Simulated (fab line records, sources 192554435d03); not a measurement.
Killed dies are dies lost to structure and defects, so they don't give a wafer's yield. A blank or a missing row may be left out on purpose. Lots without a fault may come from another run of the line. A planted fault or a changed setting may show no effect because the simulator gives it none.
fab line records	flow n5Finfet
record lots=4	wafers=10	lastDay=17
route steps=1938 shown BEOL_M4@1099 BEOL_M5@1112 BEOL_M7@1263 PASSIVATION@1936
lots untouched by any fault: they come from a run of this same line in which no faults occurred
startH: hours from the record's opening day to when the first of the lot's shown wafers began	waitH: time in hours since the lot's previous step	" as in the row above	L1.1+2: a single row standing in for several wafers	- either no value or no given start	* or withheld: withheld	< > ~ a bound
route shown NAME@n: a module of which the file shows steps, and the number in the route of the first	usual: mean and standard deviation over wafers with no fault	same: alike in all rows	chamber/n: place in a boat	sites: each site's reading	_std_site: their standard deviation	_edge_site: outer sites' mean less inner sites'	radiusMm: how far each site lies from the wafer's centre	mask NAME#n: copy n	behind: the last tool/chamber to shape the wafer	hold: the reason the lot was held/the length of the hold in hours/how it ended	device: names the non-switching transistor (n, p or np)	end of line: tests of these same wafers at the route's end	a step with no rows: only its recipe	killed: not the wafer's yield, but the dies lost to structure and defects at the first sort	map: a wafer's dies, marking killed ones x, the rest . and places with no die _
set.NAME: the setting the step ran with; set.NAME@STEP: the setting that earlier step ran with	model.NAME: the simulator's own value behind a step, which no gauge read
lots at selected steps of the route; one table per step, one row per wafer
services: a tool's chamber out of use, with start hour (startH, from the record's first day; less than 0 if before it), hours out, and reason
## steps
# step N5_BEOL_M4_ANNEAL_95
# recipe tempC=400	timeS=240	ambient=vacuum
# step N5_BEOL_M4_SPUTTER_96
# recipe material=Cu	targetThkA=45	tempC=-20	chamberPressurePa=0.07	powerW=withheld	timeS=8.29
# step N5_BEOL_M4_ECD_50
# recipe material=Cu	targetThkA=3000
# step N5_BEOL_M4_ANNEAL_51
# recipe tempC=225	timeS=90	ambient=N2
# step N5_BEOL_M4_CMP_52
# recipe stopOn=SiOC	tOverpolishS=6.8	downForcePsi=1	platenRpm=50	clearingPlatenDownForcePsi=1.5	clearingPlatenRpm=50	postCmpClean=cuAlkaline	targetThkNm=40	clearingPlatenPadVelocityMS=0.99484	padVelocityMS=0.99484
# step N5_BEOL_M4_PRE_CLEAN_60
# recipe gas=NH3/H2	timeS=15	tempC=*	rfPowerW=300
# step N5_BEOL_M4_CO_CAP_55
# recipe material=Co	targetThkA=20	tempC=200	precursor=CCTBA/H2	pressureTorr=30	timeS=102.1
# step N5_BEOL_M4_PRE_CLEAN_56
# recipe gas=NH3	timeS=15	tempC=withheld	rfPowerW=300
# step N5_BEOL_M4_DEP_57
# recipe material=SiCN	targetThkA=80	tempC=withheld	precursor=3MS/NH3	pressureTorr=3	rfW=202	timeS=14
# step N5_BEOL_M4_RC_MEAS_101
# usual DIBL_N=35.9/1.7	DIBL_P=35.8/2.2	IOFF_N=0.15/0.03	IOFF_P=0.21/0.036	ION_N=674/12	ION_P=463/7.2	SS_N=71.3/0.59	SS_P=73.1/0.69	VT_N=250/3	VT_P=-251/3.2
lot.wafer	tool	chamber	startH	waitH	DIBL_N[mV/V]	DIBL_P[mV/V]	IOFF_N[nA/um]	IOFF_P[nA/um]	ION_N[uA/um]	ION_P[uA/um]	SS_N[mV/dec]	SS_P[mV/dec]	VT_N[mV]	VT_P[mV]
L732.1	prober-01	0	229.84	0.0	35.8	38.2	0.17	0.24	683	471	70.8	73.2	247	-246
L732.3	"	0	"	"	33.6	33.8	0.12	0.16	666	460	70.9	72.4	255	-252
L735.1	prober-02	0	244.15	0.0	38.6	34.8	0.18	0.21	667	458	72.4	72.8	251	-249
L735.2	"	0	"	"	36.2	34.3	0.14	0.19	681	469	70.9	72.4	252	-252
L739.2	prober-01	0	268.94	0.2	34.4	36.4	0.15	0.19	675	463	71.0	73.3	250	-250
L739.4	"	0	"	"	36.4	38.8	0.18	0.23	679	461	71.9	73.9	248	-250
L739.5	"	0	"	"	32.5	34.2	0.12	0.16	669	467	70.7	73.5	254	-251
L745.3	prober-02	0	307.67	0.3	37.7	37.0	0.20	0.23	693	470	72.2	73.7	244	-250
L745.4	"	0	"	"	35.1	33.8	0.14	0.19	672	461	72.2	72.1	250	-250
L745.6	"	0	"	"	36.1	35.1	0.16	0.20	677	457	72.2	73.6	249	-250
# step N5_BEOL_M5_ILD_DEP_00
# recipe material=SiCOH_lowk	targetThkA=1406.4	tempC=300	precursor=DEMS/porogen	pressureTorr=5	rfW=500	timeS=25.9
# step N5_BEOL_M5_CURE_79
# recipe tempC=385	timeS=240	ambient=He/Ar	material=SiCOH_lowk
# step N5_BEOL_M5_PECVD_70
# recipe material=SiO2	targetThkA=160	tempC=400	precursor=TEOS/O2	pressureTorr=5.5	rfW=450	teosFlowSccm=53.8	gas=O2	flowSccm=3000	timeS=18
# step N5_BEOL_M5_HM_DEP_02
# recipe material=TiN	targetThkA=200	tempC=25	chamberPressurePa=0.49996
# step N5_BEOL_M5_COAT_59
# recipe resist=SOC	tempC=250	timeS=60	spinRpm=1500	resistThkNm=60
# step N5_BEOL_M5_COAT_60
# recipe resist=SiARC	tempC=220	timeS=60	spinRpm=1500	resistThkNm=12
# step N5_BEOL_M5_COAT_71
# recipe resist=underlayer	tempC=205	timeS=60	spinRpm=1500	resistThkNm=5
# step N5_BEOL_M5_COAT_05
# recipe resist=CAR-EUV	spinRpm=1500	resistThkNm=30
# step N5_BEOL_M5_EBR_07
# recipe solvent=PGMEA	ebrWidthMm=1.5
# step N5_BEOL_M5_SOFTBAKE_06
# recipe tempC=110	timeS=60	resist=CAR-EUV
# step N5_BEOL_M5_EXPOSE_08
# recipe maskId=M5	na=0.33	sourceShape=annular	sigmaInner=0.4	sigmaOuter=0.8	polarization=unpolarized	targetCdNm=28	doseMj=35.75
# step N5_BEOL_M5_PEB_09
# recipe pebTempC=100	pebTimeS=60	resist=CAR-EUV
# step N5_BEOL_M5_DEVELOP_10
# recipe developTimeS=30	developer=TMAH	resist=CAR-EUV	rinseLiquid=surfactantRinse	dry=airSpin	devTempC=23
# step N5_BEOL_M5_DESCUM_16
# recipe chemistry=O2	timeS=7	sourcePowerW=50	biasPowerW=20	pressureMtorr=20	rfFrequencyHz=2.712e+07	tempC=40	resist=CAR-EUV	o2FlowSccm=225
# step N5_BEOL_M5_ETCH_72
# recipe chemistry=N2/H2	target=underlayer	targetDepthA=65	maskMaterial=CAR-EUV	timeS=5.2	ionEnergyEv=200	pressureMtorr=30	sourceW=840	biasW=150	n2FlowSccm=200	h2FlowSccm=200	ends=cleared
# step N5_BEOL_M5_ETCH_61
# recipe chemistry=CF4	target=SiARC	targetDepthA=156	maskMaterial=CAR-EUV	timeS=26	ionEnergyEv=80	pressureMtorr=40	sourceW=545	biasW=36	Ar_flow_sccm=100	cf4FlowSccm=100	ends=cleared
# step N5_BEOL_M5_ETCH_62
# recipe chemistry=N2/H2	target=SOC	targetDepthA=750	overetchA=150	maskMaterial=SiARC	tempC=40	timeS=112.5	ionEnergyEv=200	pressureMtorr=30	sourceW=840	biasW=150	n2FlowSccm=200	h2FlowSccm=200
# step N5_BEOL_M5_STRIP_63
# recipe chemistry=N2/H2	tempC=40	n2FlowSccm=200	h2FlowSccm=200	rfFrequencyHz=6e+07
# step N5_BEOL_M5_STRIP_73
# recipe chemistry=N2/H2	tempC=40	n2FlowSccm=200	h2FlowSccm=200	rfFrequencyHz=6e+07
# step N5_BEOL_M5_STRIP_64
# recipe chemistry=CF4	resist=SiARC	powerW=300	biasPowerW=75	pressureMtorr=50	cf4FlowSccm=150	rfFrequencyHz=6e+07
# step N5_BEOL_M5_HM_OPEN_17
# recipe chemistry=Cl2/BCl3	targetDepthA=200	overetchA=60	target=TiN	maskMaterial=SOC	ionEnergyEv=150	pressureMtorr=10	icpW=1000	biasW=126	Cl2_flow_sccm=53.25	bcl3FlowSccm=21.75	Ar_flow_sccm=25
# step N5_BEOL_M5_STRIP_19
# recipe chemistry=O2	powerW=400	tempC=40	pressureMtorr=30	rfFrequencyHz=6e+07	biasPowerW=0	overashFraction=0.2	o2FlowSccm=225
# step N5_BEOL_M5_COAT_65
# recipe resist=SOC	tempC=250	timeS=60	spinRpm=1500	resistThkNm=60
# step N5_BEOL_M5_COAT_66
# recipe resist=SiARC	tempC=220	timeS=60	spinRpm=1500	resistThkNm=12
# step N5_BEOL_M7_ILD_DEP_00
# recipe material=SiCOH_lowk	targetThkA=1797.5	tempC=300	precursor=DEMS/porogen	pressureTorr=5	rfW=500	timeS=33.4
# usual heaterPowerW=285/36	showerheadPlenumPTorr=5.742/0.014	susceptorTempC=300.01/0.2	throttleValvePct=13.6/0.59
lot.wafer	tool	chamber	startH	waitH	heaterPowerW	showerheadPlenumPTorr	susceptorTempC	throttleValvePct	model.SiCOH_lowk_of_BEOL_M7_ILD_DEP_00.thkNm
L732.1	pecvd-02	0	252.61	0.0	245	5.721	-	13.6	105.8
L732.3	"	2	"	"	291	5.742	300.11	13.6	175.6
L735.1	pecvd-02	1	268.53	0.0	295	5.738	-	12.7	112.8
L735.2	"	0	"	"	262	5.726	299.70	13.5	175.4
L739.2	pecvd-01	1	289.88	0.0	270	5.732	300.29	14.1	178.8
L739.4	"	1	"	"	278	5.724	300.23	14.0	180.4
L739.5	"	0	"	"	289	5.744	300.12	14.6	181.8
L745.3	pecvd-02	1	327.47	0.0	322	5.734	299.95	12.6	177.8
L745.4	"	1	"	"	324	5.750	299.74	12.8	180.8
L745.6	"	0	"	"	269	5.750	299.76	13.7	179.2
# step N5_BEOL_M7_THK_MEAS_01
# recipe reads=SiCOH_lowk_of_BEOL_M7_ILD_DEP_00
# usual M7_ILD_THK=154.2/2
lot.wafer	tool	chamber	startH	waitH	M7_ILD_THK[nm]
L732.1	filmMetro-02	-	253.18	0.4	90.8
L732.3	"	-	"	"	151.5
L735.1	filmMetro-01	-	269.11	0.4	97.0
L735.2	"	-	"	"	151.4
L739.2	filmMetro-01	-	290.55	0.4	154.1
L739.4	"	-	"	"	155.6
L739.5	"	-	"	"	156.8
L745.3	filmMetro-02	-	328.05	0.3	153.4
L745.4	"	-	"	"	155.9
L745.6	"	-	"	"	154.5
# step N5_BEOL_M7_CMP_52
# recipe stopOn=SiCOH_lowk	tOverpolishS=6.9	downForcePsi=1	platenRpm=50	clearingPlatenDownForcePsi=1.5	clearingPlatenRpm=50	postCmpClean=cuAlkaline	targetThkNm=80	clearingPlatenPadVelocityMS=0.99484	padVelocityMS=0.99484
# usual motorCurrentA=6.1/0.78
lot.wafer	tool	chamber	startH	waitH	motorCurrentA	model.SiCOH_lowk_of_BEOL_M7_ILD_DEP_00.thkNm
L732.1	cmp-03	2	261.19	0.3	6.8	87.8
L732.3	"	3	"	"	5.6	148.4
L735.1	cmp-04	1	275.76	0.4	5.8	94
L735.2	"	2	"	"	6.7	148.2
L739.4	cmp-01	3	298.13	0.1	5.6	152.6
L739.2	"	1	"	"	5.0	151.2
L739.5	"	3	"	"	5.7	153.8
L745.4	cmp-01	2	339.11	0.2	6.9	153
L745.3	"	3	"	"	5.7	150.4
L745.6	"	0	"	"	6.7	151.6
# step N5_PASSIVATION_PROBE_49
# usual defectLimitedYield=91.0/1.5	killed_at_M0_to_M3=35/12	killed_at_M4_up=15/5.8	killedAtContacts=14/7.2	killedAtFrontEnd=40/10	killedAtOther=3/3	killedDies=106/18	killedOnRim=14/4	killedOpen=68/14	killedShort=35/7.2	sort_bin_5_function=5.2/0.96	sort_bin_6_memory=3.3/0.69	sortNPass=1074/18	sortYieldPct=91.0/1.5
# same grossDies=1180	killedAtBackSide=0	sort_bin_4_leakage[%]=0	sort_bin_8_speed[%]=0
lot.wafer	tool	chamber	startH	waitH	defectLimitedYield[%]	killed_at_M0_to_M3	killed_at_M4_up	killedAtContacts	killedAtFrontEnd	killedAtOther	killedDies	killedOnRim	killedOpen	killedShort	sort_bin_5_function[%]	sort_bin_6_memory[%]	sortNPass	sortYieldPct[%]
L732.1	prober-02	-	335.43	0.0	43.6	27	575	18	44	2	666	97	77	31	5.0	3.9	514	43.6
L735.1	prober-02	-	354.85	0.0	84.5	29	79	26	46	3	183	31	72	40	5.8	3.6	997	84.5
L735.2	prober-02	-	354.90	0.1	90.3	24	12	27	52	0	115	17	81	30	5.6	3.7	1065	90.3
# killed by level:class
L732.1 BEOL_M7:areaDep=557 MOL_CONTACT_COAG:geometricParticle:open=18 STI_FIN_REVEAL:geometricParticle:open=12 FIN_SAQP:geometricParticle:short=10 BEOL_M4:geometricParticle:open=9 BEOL_M3:geometricParticle:open=8 GATE_CUT:geometricParticle:open=6 BEOL_M1:geometricParticle:short=5
L735.1 BEOL_M7:areaDep=68 MOL_CONTACT_COAG:geometricParticle:open=20 BEOL_M2:geometricParticle:open=11 FIN_SAQP:geometricParticle:open=9 BEOL_M1:geometricParticle:short=7 SPACER0:geometricParticle:short=6 STI_FIN_REVEAL:geometricParticle:open=5 MOL_CONTACT_COAG:geometricParticle:short=5
L735.2 MOL_CONTACT_COAG:geometricParticle:open=24 STI_FIN_REVEAL:geometricParticle:open=17 FIN_SAQP:geometricParticle:open=14 FIN_SAQP:geometricParticle:short=5 STI_FIN_REVEAL:geometricParticle:short=5 BEOL_M0_SAQP:geometricParticle:short=4 BEOL_M0:geometricParticle:open=4 BEOL_M1:geometricParticle:open=4
# map L732.1 (x killed, . not)
_________________xxx.xxx.x.xx________________
______________xxx.x.xxx.xx.xxxxx_____________
___________xxxxx....x..xxx.x.xx...x__________
__________.xxx.xxxx...xxxx.xx.x.xxxx_________
________xxxxxxx.x.x.xxx.xxx.xxxx..xx.x_______
_______x.x.xxxxxx.xx.xxx.xx..x....xxxxx______
______xx.x.xxxxx.x.xxxx.x.xxx.x.x.xxx.x._____
_____xx.xx.xxxxxxxxxx.xxxx..x.x..xxxxxxxx____
____x.x.x.xxx.xxx..xx..x...xxxx.x..xx.xxxx___
___.xxxx...xxxx.x...x.xxx.x.x..xx.xxx.xx...__
___xxxxx.x.x..x....xxxx...xxx.xx..x.x.xx.xx__
__x.xxx.x..x....x.x.x.xx..x...x.x.xxxxx.xxxx_
__...x.x..xx.x..x...x.xxx.xx.xx.x.xxx.x..xxx_
_x.x.xxxx..xxx.x.x.x....x.xx..x.xxx..xxxxxxxx
_.xx.x..xxxx.x.x...x.x.x.x...x..x..x.xxx...x.
_..x.xxxx.xx.xx.x.x..x.x.x..xxx.x.xxx.xxx.x..
_.xxx..x...xx.x.xx..xxx...xx.x.x..x..x.xx.xxx
_x.xxxx.xxxxx.....x.xx..x..xx..xx..xx.x...xx.
_.x..xxxxxx..x.xx..x.x.x..x...xxx...x.x.xxxx.
_..x..x....x....xx.x.....xxx..x..x..xxxx..xx.
_xxxx..x....x....xx....x.x..xx.x...x.xxx.x.x.
__xxxx.x.x...x.xxxxxx...x....xxxxx.x...xxxxx_
__.xxxxx.xxx...xx..x...x...x..x.x.x.xxxxxxxx_
___xx..x...x..xxx.....xx..x..x.x.xxx.x.....__
___xxxx.xx..x.x.xxxx...xx.xx..x.xx.xxxxxxxx__
____xx.x.x.x.x.xx....x.x..x....xx.x...x.xx___
_____xx.x..x..xxx.xx.xx.x....x.x.x..x.xx.____
______.x.xxx.xxx..x....x..xxx.xxxxx....._____
_______x.xx.xxxx.xx.xxx.xxxx.x..xxx.xxx______
________x..x..xxxxxxxx.x.x.x..x.x.x..x_______
__________x..xxxxx.....xxxxxx..x.xx._________
___________xx..x.xxx.xxxx.x.x..x...__________
______________.x..x.xx...x..xxx._____________
_________________xx.xx.xx..xx________________
# map L735.1 (x killed, . not)
_________________.xx....xx...________________
______________...........x.....x_____________
___________......x.......x.........__________
__________.............x...x.x..x..._________
________......xxx......x.....x.x......_______
_______x..x......x.....x.........x.....______
______.x............x....xx....x........_____
_____x..x...........x............x......x____
____.x.x...................x...x..........___
___.x............x.....x.............x.....__
___..xx.x...x..x.......x.....x.x.x.........__
__.xxx.....x.........x.....x..xx........x..._
__..x....x.................xx...........x..._
_..x.x.x...x.......x........................x
_..xx...xx..x..x..x...........x........x.....
_..x...xxx.................x....x.....x.x....
_.x.................x..............x.x.......
_xx.x..x......x....x.........xx.......x...x..
_..x..x.x.x.......x..x............x......x.x.
_..x................x......................x.
_.....x.x.x....x...................x.....x...
__.x...................x..x................._
__.x........x...........x.............x....x_
___...x........xx.........x....x......x....__
___.x....xx.....x...x.x.....x.x............__
____....x.....x...........x............x..___
_____..x..xx..............x........x..x..____
______.x..............x.............xx.._____
_______.x.......x..x......x....x.......______
________.x..x...xxx..............x.x.._______
__________.....................x...._________
___________x..x..x.....x.x.x...x...__________
______________..xx.........x..x._____________
_________________.xx....x..x.________________
## services
tool	chamber	startH	hours	kind
cmp-01	-	229.35	2.4	repair
pecvd-01	2	230.65	5.5	scheduledDown
cmp-01	-	254.12	4.0	pm
pecvd-01	-	255.84	5.9	repair
cmp-01	-	258.12	-	consumableReplace:conditioner
cmp-01	-	258.12	-	consumableReplace:pad
cmp-03	-	269.54	1.4	repair
cmp-03	-	270.96	7.4	pm
cmp-04	-	287.89	4.0	pm
cmp-01	-	289.24	5.8	pm
cmp-04	-	291.89	-	consumableReplace:conditioner
cmp-04	-	291.89	-	consumableReplace:pad
cmp-04	-	338.73	3.2	repair
## key
firstSign step=N5_BEOL_M7_THK_MEAS_01	reading=M7_ILD_THK	direction=down	sigmas=31	usual=154.2	struck=93.9
effect step=N5_PASSIVATION_PROBE_49	reading=killed_at_M4_up	direction=up	sigmas=54	usual=15	struck=327
modelEffect step=N5_BEOL_M7_ILD_DEP_00	value=SiCOH_lowk_of_BEOL_M7_ILD_DEP_00.thkNm	without=176.3	struck=109.3
modelEffect step=N5_BEOL_M7_CMP_52	value=SiCOH_lowk_of_BEOL_M7_ILD_DEP_00.thkNm	without=149	struck=90.9
moreKillsBornAt N5_BEOL_M7_ILD_DEP_00@pecvd-02=625
metAt N5_BEOL_M7_ILD_DEP_00
struckWafers L732.1,L735.1
fault kind=processParameterDrift	tool=pecvd-02	chamber=-	onsetH=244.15	steps=N5_BEOL_M7_ILD_DEP_00	channel=timeS	offset=*	shape=step	endH=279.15	scope=struckWafersOnly	actsIn=*	stated=*
